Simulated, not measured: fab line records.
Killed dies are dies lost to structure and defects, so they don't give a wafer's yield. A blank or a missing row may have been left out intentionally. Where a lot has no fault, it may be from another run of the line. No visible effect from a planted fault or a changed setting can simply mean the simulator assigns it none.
fab line records	flow n5Finfet
record: lots: 7	wafers: 21
route steps=1938 shown BEOL_M4@1026 BEOL_M5@1142 BEOL_M6@1239
startH: hours from the record's opening day to when the first of the lot's shown wafers began	waitH: hours from the lot's prior step to this one	" unchanged from the row above	L1.1+2: one row covering several wafers at once	- either no value or no given start	* or withheld: withheld	< > ~ a bound
route shown NAME@n: names a module that has steps shown in the file, with the first one's number in the route	usual: mean/standard deviation taken from wafers without a fault	same: alike in all rows	chamber/n: place in a boat	sites: per-site readings	_std_site: the standard deviation of these	_edge_site: outer sites' mean less inner sites'	radiusMm: how far each site lies from the wafer's centre	mask NAME#n: copy n	behind: the tool/chamber that last shaped the wafer	hold: why the lot went on hold/how many hours it stayed there/how the hold came to an end	device: whichever transistor did not switch (one of n, p or np)	end of line: the route-end tests of the same wafers	a step given without rows: its recipe and nothing more	killed: dies lost to structure and defects at the first sort, not the wafer's yield	map: the dies of a wafer, with x for killed, . for not killed, _ for no die there
set.NAME: the setting as run; set.NAME@STEP: as run at that earlier step	model.NAME: the simulator's own value behind a step, which no gauge read
lots with deliberately changed settings; one table per step, one row per wafer
== steps ==
step: N5_BEOL_M4_COAT_62
recipe: resist: SiARC	tempC: 220	timeS: 60	spinRpm: 1500	resistThkNm: 12
lot.wafer	tool	chamber	startH	waitH	set.spinRpm	model.SiARC_of_BEOL_M4_COAT_62.thkNm
L083.3+4+5	lithoTrack-02	0	-	-	1500	12
L086.1	lithoTrack-02	0	-	-	1442	12.2
L086.2	"	0	"	"	1442	12.4
L086.5	"	0	"	"	1500	12
L087.1+2+6	lithoTrack-03	0	-	-	1500	12
L089.3+6	lithoTrack-04	0	-	-	1453	12.2
L089.5	"	0	"	"	1500	12
L090.2+3+6	lithoTrack-03	0	-	-	1500	12
L092.1+2+5	lithoTrack-04	0	-	-	1500	12
L096.1	lithoTrack-02	0	-	-	1500	12
L096.3+5	"	0	"	"	1576	11.6
step: N5_BEOL_M4_COAT_73
recipe: resist: underlayer	tempC: 205	timeS: 60	spinRpm: 1500	resistThkNm: 5
step: N5_BEOL_M4_COAT_05
recipe: resist: CAR-EUV	spinRpm: 1500	resistThkNm: 30
step: N5_BEOL_M4_DESCUM_16
recipe: chemistry: O2	timeS: 7	sourcePowerW: 50	biasPowerW: 20	pressureMtorr: 20	rfFrequencyHz: 2.712e+07	tempC: 40	resist: CAR-EUV	o2FlowSccm: 225
step: N5_BEOL_M4_ETCH_74
recipe: chemistry: N2/H2	target: underlayer	targetDepthA: 65	maskMaterial: CAR-EUV	timeS: 5.2	ionEnergyEv: 200	pressureMtorr: 30	sourceW: 840	biasW: 150	n2FlowSccm: 200	h2FlowSccm: 200	ends: cleared
step: N5_BEOL_M4_ETCH_63
recipe: chemistry: CF4	target: SiARC	targetDepthA: 156	maskMaterial: CAR-EUV	timeS: 26	ionEnergyEv: 80	pressureMtorr: 40	sourceW: 545	biasW: 36	Ar_flow_sccm: 100	cf4FlowSccm: 100	ends: cleared
lot.wafer	tool	chamber	startH	waitH	set.spinRpm@BEOL_M4_COAT_62	model.etch.depthNm
L083.3+4+5	rieDiel-06	3,1,2	219.04	0.0	1500	12.07
L086.1	rieDiel-02	3	229.49	0.0	1442	12.25
L086.2	"	2	"	"	1442	12.3
L086.5	"	2	"	"	1500	12
L087.1+6	rieDiel-01	1,3	242.53	0.0	1500	12
L087.2	"	3	"	"	1500	11.98
L089.3	rieDiel-01	0	247.72	0.0	1453	12.19
L089.5	"	1	"	"	1500	11.97
L089.6	"	3	"	"	1453	12.13
L090.2	rieDiel-01	3	250.66	0.0	1500	11.99
L090.3	"	0	"	"	1500	12
L090.6	"	0	"	"	1500	12.01
L092.1	rieDiel-02	0	268.40	0.0	1500	12
L092.2+5	"	1,2	"	"	1500	11.98
L096.1	rieDiel-06	2	290.92	0.0	1500	11.97
L096.3	"	0	"	"	1576	11.65
L096.5	"	1	"	"	1576	11.63
step: N5_BEOL_M4_ETCH_64
recipe: chemistry: N2/H2	target: SOC	targetDepthA: 750	overetchA: 225	maskMaterial: SiARC	tempC: 40	timeS: 121.9	ionEnergyEv: 200	pressureMtorr: 30	sourceW: 840	biasW: 150	n2FlowSccm: 200	h2FlowSccm: 200
lot.wafer	tool	chamber	startH	waitH	set.spinRpm@BEOL_M4_COAT_61	model.etch.depthNm
L083.3	rieDiel-06	3	219.07	0.0	1500	60.04
L083.4	"	1	"	"	1500	60.03
L083.5	"	2	"	"	1500	59.95
L086.1	rieDiel-02	3	229.52	0.0	1500	59.98
L086.2	"	2	"	"	1401	62.02
L086.5	"	2	"	"	1401	61.98
L087.1	rieDiel-01	1	242.56	0.0	1500	59.95
L087.2	"	3	"	"	1500	59.94
L087.6	"	3	"	"	1500	59.91
L089.3	rieDiel-01	0	247.75	0.0	1435	61.29
L089.5	"	1	"	"	1500	59.67
L089.6	"	3	"	"	1500	59.9
L090.2	rieDiel-01	3	250.69	0.0	1566	59.19
L090.3+6	"	0	"	"	1500	60.34
L092.1	rieDiel-02	0	268.43	0.0	1500	59.92
L092.2	"	1	"	"	1628	57.78
L092.5	"	2	"	"	1500	60.2
L096.1	rieDiel-06	2	290.95	0.0	1614	57.65
L096.3	"	0	"	"	1500	59.73
L096.5	"	1	"	"	1500	59.92
step: N5_BEOL_M5_COAT_22
recipe: resist: CAR-EUV	spinRpm: 1500	resistThkNm: 30
lot.wafer	tool	chamber	startH	waitH	set.spinRpm	model.CAR-EUV_of_BEOL_M5_COAT_22.thkNm
L083.3	lithoTrack-05	0	-	-	1500	30
L083.4+5	"	0	"	"	1500	30.2
L086.1+5	lithoTrack-05	0	-	-	1500	30
L086.2	"	0	"	"	1380	31.4
L087.1+2+6	lithoTrack-01	0	-	-	1500	30
L090.2	lithoTrack-05	0	-	-	1430	30.8
L090.3	"	0	"	"	1430	30.6
L090.6	"	0	"	"	1500	30
L089.3	lithoTrack-01	0	-	-	1500	30
L089.5	"	0	"	"	1430	31
L089.6	"	0	"	"	1500	30.2
L092.1+2	lithoTrack-05	0	-	-	1500	30
L092.5	"	0	"	"	1626	28.8
L096.1	lithoTrack-03	0	-	-	1500	30
L096.3	"	0	"	"	1647	28.8
L096.5	"	0	"	"	1500	30.2
step: N5_BEOL_M5_EXPOSE_25
recipe: maskId: V4	na: 0.33	sourceShape: quasar	sigmaInner: 0.2	sigmaOuter: 0.6	polarization: unpolarized	defocusNm: 10	doseMj: 52.75
lot.wafer	tool	chamber	startH	waitH	mask	set.doseMj
L083.3+4+5	euvScanner-01	0	240.80	-	V4#0	52.75
L086.1+2	euvScanner-01	0	247.70	-	V4#0	50.17
L086.5	"	0	"	"	V4#0	52.75
L087.1+2+6	euvScanner-02	0	261.58	-	V4#0	51.75
L090.2+3	euvScanner-02	0	267.16	-	V4#0	55.71
L090.6	"	0	"	"	V4#0	52.75
L089.3+5	euvScanner-01	0	267.86	-	V4#0	49.33
L089.6	"	0	"	"	V4#0	52.75
L092.1+2	euvScanner-02	0	282.07	-	V4#0	54.09
L092.5	"	0	"	"	V4#0	52.75
L096.1+5	euvScanner-01	0	307.04	-	V4#0	52.75
L096.3	"	0	"	"	V4#0	49.97
step: N5_BEOL_M5_PEB_26
recipe: pebTempC: 100	pebTimeS: 60	resist: CAR-EUV
step: N5_BEOL_M5_DEVELOP_27
recipe: developTimeS: 30	developer: TMAH	resist: CAR-EUV	rinseLiquid: surfactantRinse	dry: airSpin	devTempC: 23
lot.wafer	tool	chamber	startH	waitH	set.spinRpm@BEOL_M5_COAT_22	model.CAR-EUV_of_BEOL_M5_COAT_22.thkNm
L083.3+4+5	lithoTrack-01	0	-	-	1500	29.6
L086.1+5	lithoTrack-01	0	-	-	1500	29.6
L086.2	"	0	"	"	1380	30.8
L087.1	lithoTrack-01	0	-	-	1500	29.4
L087.2+6	"	0	"	"	1500	29.6
L090.2+3	lithoTrack-05	0	-	-	1430	30.2
L090.6	"	0	"	"	1500	29.6
L089.3	lithoTrack-01	0	-	-	1500	29.6
L089.5	"	0	"	"	1430	30.4
L089.6	"	0	"	"	1500	29.8
L092.1+2	lithoTrack-03	0	-	-	1500	29.6
L092.5	"	0	"	"	1626	28.4
L096.1+5	lithoTrack-05	0	-	-	1500	29.6
L096.3	"	0	"	"	1647	28.2
step: N5_BEOL_M5_CD_MEAS_28
recipe: targetCdNm: 30.6	landingEnergyEv: 500	detector: seInlens	targetCdYNm: 20	polarity: opening
usual: cdNm: 30.60/0.23
lot.wafer	tool	chamber	startH	waitH	set.doseMj@BEOL_M5_EXPOSE_25	cdNm
L083.3	cdSem-02	0	240.92	-	52.75	30.85
L083.4	"	0	"	"	52.75	30.70
L083.5	"	0	"	"	52.75	30.52
L086.1	cdSem-03	0	247.84	-	50.17	29.40
L086.2	"	0	"	"	50.17	29.43
L086.5	"	0	"	"	52.75	30.94
L087.1	cdSem-01	0	261.72	-	51.75	30.28
L087.2	"	0	"	"	51.75	30.34
L087.6	"	0	"	"	51.75	30.14
L090.2	cdSem-02	0	267.29	-	55.71	32.36
L090.3	"	0	"	"	55.71	31.60
L090.6	"	0	"	"	52.75	30.81
L089.3	cdSem-02	0	267.98	-	49.33	28.67
L089.5	"	0	"	"	49.33	28.98
L089.6	"	0	"	"	52.75	30.54
L092.1	cdSem-02	0	282.21	-	54.09	31.50
L092.2	"	0	"	"	54.09	31.00
L092.5	"	0	"	"	52.75	30.82
L096.1	cdSem-02	0	307.18	-	52.75	30.78
L096.3	"	0	"	"	49.97	29.56
L096.5	"	0	"	"	52.75	30.63
step: N5_BEOL_M5_DESCUM_33
recipe: chemistry: O2	timeS: 7	sourcePowerW: 50	biasPowerW: 20	pressureMtorr: 20	rfFrequencyHz: 2.712e+07	tempC: 40	resist: CAR-EUV	o2FlowSccm: 225
step: N5_BEOL_M5_ETCH_75
recipe: chemistry: N2/H2	target: underlayer	targetDepthA: 65	maskMaterial: CAR-EUV	timeS: 5.2	ionEnergyEv: 200	pressureMtorr: 30	sourceW: 840	biasW: 150	n2FlowSccm: 200	h2FlowSccm: 200	ends: cleared
lot.wafer	tool	chamber	startH	waitH	set.doseMj@BEOL_M5_EXPOSE_25	model.BEOL_M5.cdNm
L083.3+5	rieDiel-04	3,1	241.18	0.0	52.75	28.2
L083.4	"	0	"	"	52.75	28.4
L086.1	rieDiel-05	0	248.09	0.0	50.17	26.8
L086.2	"	2	"	"	50.17	27
L086.5	"	0	"	"	52.75	28
L087.1	rieDiel-04	3	261.88	0.0	51.75	27.4
L087.2	"	1	"	"	51.75	27.6
L087.6	"	1	"	"	51.75	27.8
L090.2	rieDiel-04	2	267.45	0.0	55.71	29.2
L090.3	"	3	"	"	55.71	29.4
L090.6	"	1	"	"	52.75	28
L089.3	rieDiel-04	2	268.13	0.0	49.33	26.6
L089.5	"	0	"	"	49.33	26.4
L089.6	"	3	"	"	52.75	28
L092.1	rieDiel-05	1	282.76	0.0	54.09	28.4
L092.2	"	3	"	"	54.09	28.6
L092.5	"	3	"	"	52.75	28.2
L096.1	rieDiel-03	1	307.62	0.0	52.75	28.2
L096.3	"	0	"	"	49.97	27
L096.5	"	0	"	"	52.75	28.4
step: N5_BEOL_M5_ETCH_67
recipe: chemistry: CF4	target: SiARC	targetDepthA: 156	maskMaterial: CAR-EUV	timeS: 26	ionEnergyEv: 80	pressureMtorr: 40	sourceW: 545	biasW: 36	Ar_flow_sccm: 100	cf4FlowSccm: 100	ends: cleared
step: N5_BEOL_M5_ETCH_68
recipe: chemistry: N2/H2	target: SOC	targetDepthA: 800	overetchA: 160	maskMaterial: SiARC	tempC: 40	timeS: 120	ionEnergyEv: 200	pressureMtorr: 30	sourceW: 840	biasW: 150	n2FlowSccm: 200	h2FlowSccm: 200
lot.wafer	tool	chamber	startH	waitH	set.doseMj@BEOL_M5_EXPOSE_25	model.BEOL_M5.cdNm
L083.3+4	rieDiel-04	3,0	241.22	0.0	52.75	28
L083.5	"	1	"	"	52.75	28.2
L086.1	rieDiel-05	0	248.13	0.0	50.17	26.6
L086.2	"	2	"	"	50.17	26.8
L086.5	"	0	"	"	52.75	27.8
L087.1+2	rieDiel-04	3,1	261.92	0.0	51.75	27.8
L087.6	"	1	"	"	51.75	28
L090.2	rieDiel-04	2	267.50	0.0	55.71	29.2
L090.3	"	3	"	"	55.71	29.4
L090.6	"	1	"	"	52.75	28.2
L089.3	rieDiel-04	2	268.18	0.0	49.33	26.4
L089.5	"	0	"	"	49.33	26.2
L089.6	"	3	"	"	52.75	28
L092.1+2	rieDiel-05	1,3	282.81	0.0	54.09	28.4
L092.5	"	3	"	"	52.75	28
L096.1	rieDiel-03	1	307.66	0.0	52.75	28.4
L096.3	"	0	"	"	49.97	27.2
L096.5	"	0	"	"	52.75	28.2
step: N5_BEOL_M6_TRENCH_ETCH_37
recipe: chemistry: C4F6/O2	targetDepthA: 944.35	target: SiCOH_lowk	timeS: 31.5	ionEnergyEv: 250	pressureMtorr: 30	sourceW: 345	biasW: 185	Ar_flow_sccm: 300	C4F6_flow_sccm: 10	O2_flow_sccm: 10
lot.wafer	tool	chamber	startH	waitH	set.timeS	model.BEOL_M6.featureDepthNm	model.etch.depthNm	model.TiN_of_BEOL_M6_HM_DEP_02.thkNm
L083.3	rieDiel-06	2	-	-	31.5	95	95.06	17.2
L083.4	"	3	"	"	31.5	94.8	94.84	17.4
L083.5	"	1	"	"	31.5	94.6	94.57	17.2
L086.1	rieDiel-01	0	-	-	31.5	91.6	91.62	17.6
L086.2	"	1	"	"	31.5	94.4	94.36	17.8
L086.5	"	0	"	"	31.5	92	91.93	17.8
L087.1	rieDiel-02	3	-	-	31.5	93.4	93.31	17.6
L087.2	"	1	"	"	36.69	108.4	108.5	17
L087.6	"	2	"	"	36.69	110.8	110.7	17
L090.2	rieDiel-02	2	-	-	31.5	94.8	94.72	16.8
L090.3	"	0	"	"	31.5	97	96.96	17
L090.6	"	0	"	"	26.31	81	81.02	17.4
L089.3	rieDiel-02	2	-	-	31.5	95.4	95.32	16.8
L089.5	"	3	"	"	31.5	94.2	94.18	17
L089.6	"	2	"	"	31.5	95.4	95.37	17
L092.1	rieDiel-06	3	-	-	31.5	94.4	94.46	17.2
L092.2	"	0	"	"	34.86	105.2	105.1	16.8
L092.5	"	3	"	"	34.86	104.2	104.2	16.8
L096.1	rieDiel-02	0	-	-	31.5	96.6	96.62	17.2
L096.3	"	2	"	"	31.5	94.8	94.75	17
L096.5	"	1	"	"	31.5	97.2	97.29	17.2
step: N5_BEOL_M6_ETCH_41
recipe: chemistry: CH3F/O2	target: SiCN	targetDepthA: 297	taperDeg: 2	timeS: 52	ionEnergyEv: 120	maskMaterial: TiN	pressureMtorr: 30	sourceW: 395	biasW: 75	Ar_flow_sccm: 150	CH3F_flow_sccm: 30	O2_flow_sccm: 20
step: N5_BEOL_M6_STRIP_80
recipe: chemistry: N2/H2	timeS: 10	powerW: 450	tempC: 40	pressureMtorr: 20	rfFrequencyHz: 6e+07	biasPowerW: 7	n2FlowSccm: 200	h2FlowSccm: 200
step: N5_BEOL_M6_OCD_MEAS_38
usual: trenchDepthNm: 94.7/1.2
lot.wafer	tool	chamber	startH	waitH	set.timeS@BEOL_M6_TRENCH_ETCH_37	trenchDepthNm
L083.3	ocd-01	-	252.85	-	31.5	95.2
L083.4	"	-	"	"	31.5	95.0
L083.5	"	-	"	"	31.5	94.6
L086.1	ocd-01	-	260.08	-	31.5	91.4
L086.2	"	-	"	"	31.5	94.4
L086.5	"	-	"	"	31.5	92.3
L087.1	ocd-02	-	274.37	-	31.5	93.4
L087.2	"	-	"	"	36.69	109.3
L087.6	"	-	"	"	36.69	110.8
L090.2	ocd-02	-	279.19	-	31.5	94.3
L090.3	"	-	"	"	31.5	96.8
L090.6	"	-	"	"	26.31	81.0
L089.3	ocd-02	-	279.60	-	31.5	94.8
L089.5	"	-	"	"	31.5	94.1
L089.6	"	-	"	"	31.5	95.3
L092.1	ocd-01	-	297.39	-	31.5	94.5
L092.2	"	-	"	"	34.86	104.8
L092.5	"	-	"	"	34.86	104.2
L096.1	ocd-02	-	318.20	-	31.5	96.6
L096.3	"	-	"	"	31.5	94.9
L096.5	"	-	"	"	31.5	97.1
step: N5_BEOL_M6_ALD_77
recipe: material: TaN	targetThkA: 20	tempC: 275	aldPrecursorFamily: PDMAT	aldCoReactant: NH3	pressureTorr: 3	carrierFlowSccm: 1500	pulseTimeS: 2	purgeTimeS: 3	coReactantPurgeTimeS: 2	coReactantPulseTimeS: 3	aldCycles: 40	precursorVesselTempC: 75	precursorVesselPressureTorr: 26.25	precursorVesselCarrierSccm: 1000
lot.wafer	tool	chamber	startH	waitH	set.aldCycles
L083.3+4+5	aldMetal-02	0,3,1	253.51	0.0	40
L086.1	aldMetal-03	2	262.23	0.0	35
L086.2+5	"	1,3	"	"	40
L087.1+2+6	aldMetal-01	2,3,2	275.06	0.1	40
L090.2+6	aldMetal-02	1	280.62	0.1	40
L090.3	"	3	"	"	45
L089.3+5	aldMetal-03	0,1	281.13	0.3	40
L089.6	"	0	"	"	44
L092.1+5	aldMetal-01	1,3	298.20	0.1	44
L092.2	"	0	"	"	40
L096.1	aldMetal-03	0	318.87	0.0	46
L096.3+5	"	2,3	"	"	40
step: N5_BEOL_M6_SURFACE_TREAT_79
recipe: gas: Ar	timeS: *	ionEnergyEv: *	ionCurrentMaCm2: 0.5	pressureMtorr: *	arFlowSccm: 30
step: N5_BEOL_M6_CVD_78
recipe: material: Co	targetThkA: 20	tempC: withheld	precursor: CCTBA/H2	pressureTorr: 30	timeS: 142.3
step: N5_BEOL_M6_ECD_50
recipe: material: Cu	targetThkA: 3000
step: N5_BEOL_M6_ANNEAL_51
recipe: tempC: 225	timeS: 90	ambient: N2
step: N5_BEOL_M6_CMP_52
recipe: stopOn: SiCOH_lowk	tOverpolishS: 6.9	downForcePsi: 1	platenRpm: 50	clearingPlatenDownForcePsi: 1.5	clearingPlatenRpm: 50	postCmpClean: cuAlkaline	targetThkNm: 80	clearingPlatenPadVelocityMS: 0.99484	padVelocityMS: 0.99484
lot.wafer	tool	chamber	startH	waitH	set.timeS@BEOL_M6_TRENCH_ETCH_37	model.Cu_of_BEOL_M6_ECD_50.thkNm
L083.3	cmp-04	3	254.69	0.2	31.5	81.8
L083.4	"	0	"	"	31.5	82
L083.5	"	1	"	"	31.5	80.8
L086.2	cmp-03	2	263.50	0.2	31.5	80.2
L086.1+5	"	0,2	"	"	31.5	78.2
L087.1	cmp-03	2	277.73	0.3	31.5	81.6
L087.2	"	3	"	"	36.69	95.4
L087.6	"	1	"	"	36.69	97.8
L090.3	cmp-04	3	285.40	2.7	31.5	83.2
L090.2	"	1	"	"	31.5	79
L090.6	"	2	"	"	26.31	65.6
L089.3	cmp-04	3	285.70	2.6	31.5	82
L089.5	"	0	"	"	31.5	80.6
L089.6	"	1	"	"	31.5	79.4
L092.1	cmp-03	3	300.89	0.3	31.5	81.6
L092.2	"	0	"	"	34.86	91.2
L092.5	"	2	"	"	34.86	92.4
L096.3	cmp-04	1	320.39	0.2	31.5	81
L096.1	"	3	"	"	31.5	83
L096.5	"	0	"	"	31.5	82.4
step: N5_BEOL_M6_THK_MEAS_53
recipe: thkMeasGauge: xrf	reads: Cu_of_BEOL_M6_ECD_50
usual: M6_THK: 80.2/1.7
lot.wafer	tool	chamber	startH	waitH	set.timeS@BEOL_M6_TRENCH_ETCH_37	M6_THK[nm]
L083.3	filmMetro-01	-	254.91	-	31.5	82.4
L083.4	"	-	"	"	31.5	82.5
L083.5	"	-	"	"	31.5	81.0
L086.1	filmMetro-01	-	263.79	-	31.5	78.0
L086.2	"	-	"	"	31.5	80.1
L086.5	"	-	"	"	31.5	78.3
L087.1	filmMetro-02	-	277.95	-	31.5	81.5
L087.2	"	-	"	"	36.69	94.7
L087.6	"	-	"	"	36.69	96.9
L090.2	filmMetro-01	-	285.66	-	31.5	78.6
L090.3	"	-	"	"	31.5	82.4
L090.6	"	-	"	"	26.31	65.4
L089.3	filmMetro-02	-	285.88	-	31.5	81.6
L089.5	"	-	"	"	31.5	80.3
L089.6	"	-	"	"	31.5	79.0
L092.1	filmMetro-01	-	301.11	-	31.5	80.8
L092.2	"	-	"	"	34.86	90.0
L092.5	"	-	"	"	34.86	91.7
L096.1	filmMetro-02	-	320.65	-	31.5	83.8
L096.3	"	-	"	"	31.5	81.6
L096.5	"	-	"	"	31.5	83.1
step: N5_BEOL_M6_PRE_CLEAN_55
recipe: gas: NH3	timeS: 15	tempC: withheld	rfPowerW: 300
step: N5_BEOL_M6_DEP_56
recipe: material: SiCN	targetThkA: 100	tempC: withheld	precursor: 3MS/NH3	pressureTorr: 3	rfW: 202	timeS: 17.5
step: N5_BEOL_M6_RS_MEAS_57
recipe: thkMeasGauge: four-point-probe	reads: Cu_of_BEOL_M6_ECD_50+Co_of_BEOL_M6_CVD_78+TaN_of_BEOL_M6_ALD_77
usual: M6_RS: 0.285/0.0065
lot.wafer	tool	chamber	startH	waitH	set.timeS@BEOL_M6_TRENCH_ETCH_37	M6_RS[ohm/sq]
L083.3	filmMetro-02	-	255.04	0.1	31.5	0.278
L083.4	"	-	"	"	31.5	0.277
L083.5	"	-	"	"	31.5	0.283
L086.1	filmMetro-02	-	263.92	0.1	31.5	0.294
L086.2	"	-	"	"	31.5	0.284
L086.5	"	-	"	"	31.5	0.294
L087.1	filmMetro-02	-	278.08	0.1	31.5	0.280
L087.2	"	-	"	"	36.69	0.233
L087.6	"	-	"	"	36.69	0.227
L090.2	filmMetro-02	-	285.79	0.1	31.5	0.290
L090.3	"	-	"	"	31.5	0.274
L090.6	"	-	"	"	26.31	0.363
L089.3	filmMetro-01	-	286.02	0.1	31.5	0.279
L089.5	"	-	"	"	31.5	0.284
L089.6	"	-	"	"	31.5	0.288
L092.1	filmMetro-02	-	301.24	0.1	31.5	0.279
L092.2	"	-	"	"	34.86	0.245
L092.5	"	-	"	"	34.86	0.242
L096.1	filmMetro-02	-	320.78	0.1	31.5	0.273
L096.3	"	-	"	"	31.5	0.282
L096.5	"	-	"	"	31.5	0.277
== key ==
split: step: N5_BEOL_M4_COAT_62	setting: spinRpm	stated: 1500	by: wafer
response: step: N5_BEOL_M4_COAT_62	reading: model.SiARC_of_BEOL_M4_COAT_62.thkNm	change: -0.0756	per: 1%	r: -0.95
response: step: N5_BEOL_M4_ETCH_63	reading: model.etch.depthNm	change: -0.0661	per: 1%	r: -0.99
split: step: N5_BEOL_M5_COAT_22	setting: spinRpm	stated: 1500	by: wafer
response: step: N5_BEOL_M5_COAT_22	reading: model.CAR-EUV_of_BEOL_M5_COAT_22.thkNm	change: -0.151	per: 1%	r: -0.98
response: step: N5_BEOL_M5_DEVELOP_27	reading: model.CAR-EUV_of_BEOL_M5_COAT_22.thkNm	change: -0.144	per: 1%	r: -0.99
split: step: N5_BEOL_M5_EXPOSE_25	setting: doseMj	stated: 52.75	by: wafer
response: step: N5_BEOL_M5_CD_MEAS_28	reading: cdNm	change: +0.245	per: 1%	r: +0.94
response: step: N5_BEOL_M5_ETCH_75	reading: model.BEOL_M5.cdNm	change: +0.228	per: 1%	r: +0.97
response: step: N5_BEOL_M5_ETCH_68	reading: model.BEOL_M5.cdNm	change: +0.223	per: 1%	r: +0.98
split: step: N5_BEOL_M6_TRENCH_ETCH_37	setting: timeS	stated: 31.5	by: wafer
response: step: N5_BEOL_M6_TRENCH_ETCH_37	reading: model.BEOL_M6.featureDepthNm	change: +0.948	per: 1%	r: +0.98
response: step: N5_BEOL_M6_TRENCH_ETCH_37	reading: model.etch.depthNm	change: +0.946	per: 1%	r: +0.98
response: step: N5_BEOL_M6_TRENCH_ETCH_37	reading: model.TiN_of_BEOL_M6_HM_DEP_02.thkNm	change: -0.0341	per: 1%	r: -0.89
response: step: N5_BEOL_M6_OCD_MEAS_38	reading: trenchDepthNm	change: +0.947	per: 1%	r: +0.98
response: step: N5_BEOL_M6_CMP_52	reading: model.Cu_of_BEOL_M6_ECD_50.thkNm	change: +0.931	per: 1%	r: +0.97
response: step: N5_BEOL_M6_THK_MEAS_53	reading: M6_THK	change: +0.904	per: 1%	r: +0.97
response: step: N5_BEOL_M6_RS_MEAS_57	reading: M6_RS	change: -0.00385	per: 1%	r: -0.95
split: step: N5_BEOL_M6_ALD_77	setting: aldCycles	stated: 40	by: wafer
response none clear
split outsideThisFile step=N5_BEOL_M4_COAT_61 setting=spinRpm
split outsideThisFile: this setting was split too, and the file shows its column; the key of that split is in another file
